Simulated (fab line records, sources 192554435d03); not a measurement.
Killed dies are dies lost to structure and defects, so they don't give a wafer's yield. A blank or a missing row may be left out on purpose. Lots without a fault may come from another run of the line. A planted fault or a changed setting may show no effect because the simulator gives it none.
One fault seen from 2 desks | flow n5_finfet | each desk has only its own numbers; what lay behind them comes last

THE METROLOGY DESK
What the gauges read, lot by lot, whatever tool the lot ran on: means of the sampled wafers that have a number. A lot is out of limits, marked OUT, if its mean lies more than 4 standard deviations from the usual mean; the brackets give that distance.
Columns: A = M12_OVL at N5_BEOL_M12_OVL_MEAS_29, usual -1 nm
lot  | first seen here | A
L180 | day 13 23:02    | -4
L183 | day 14 14:12    | 5
L181 | day 14 20:36    | 2
L182 | day 15 00:20    | 7
L184 | day 15 08:34    | 3
L186 | day 15 20:34    | 5
L188 | day 16 00:43    | -5
L193 | day 18 19:46    | 5
L194 | day 18 20:08    | 0
L200 | day 19 06:37    | -3
L199 | day 20 00:04    | 2
This desk's finding: nothing out of limits on any of the 11 lots.

THE TOOL OWNER'S DESK: plasma_asher-01
The tool's own readings at N5_BEOL_M12_STRIP_37 (strips in N2/H2): means of the sampled wafers that have a number, for each lot that ran on this tool. A lot is out of limits, marked OUT, if its mean lies more than 4 standard deviations from the usual mean; the brackets give that distance.
Columns: A = drypump_motor_current_A at N5_BEOL_M12_STRIP_37, usual 6.2 A; B = h2_flow_sccm at N5_BEOL_M12_STRIP_37, usual 3250 sccm; C = heater_power_w at N5_BEOL_M12_STRIP_37, usual 305 W; D = oes_product_au at N5_BEOL_M12_STRIP_37, usual 0.790 a.u.
lot  | first seen here | A   | B              | C   | D
L180 | day 13 23:39    | 6.0 | 3240           | 320 | 0.787
L183 | day 14 15:10    | 6.3 | 3243           | 314 | 0.791
L182 | day 15 00:57    | 6.6 | 3256           | 304 | 0.785
L188 | day 16 01:20    | 6.1 | 3254           | 320 | 0.789
L193 | day 18 20:27    | 6.3 | 3362 (+10) OUT | 309 | 0.789
L194 | day 18 21:00    | 6.1 | 3466 (+20) OUT | 320 | 0.791
This desk's finding: out of limits on L193, L194; first on L193, day 18 20:27 (h2_flow_sccm at N5_BEOL_M12_STRIP_37). In limits: L180, L183, L182, L188.

PUT TOGETHER
The tool owner's desk could have raised an alarm at day 18 20:27, on L193, L194.
The metrology desk saw nothing out of limits.
The metrology desk has L193, L194 on record, within its limits.
Of the lots named, all ran N5_BEOL_M12_STRIP_37 on plasma_asher-01.

WHAT THE SIMULATOR HAD PUT IN
Process parameter drift: plasma_asher-01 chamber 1, from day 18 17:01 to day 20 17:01, at N5_BEOL_M12_STRIP_37. Setting h2_flow_sccm, moved by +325, from 3250. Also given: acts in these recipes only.
Lots struck among those shown: L193, L194.
Hours from the fault's start to each desk's first reading out of limits: the tool owner's desk, 3.
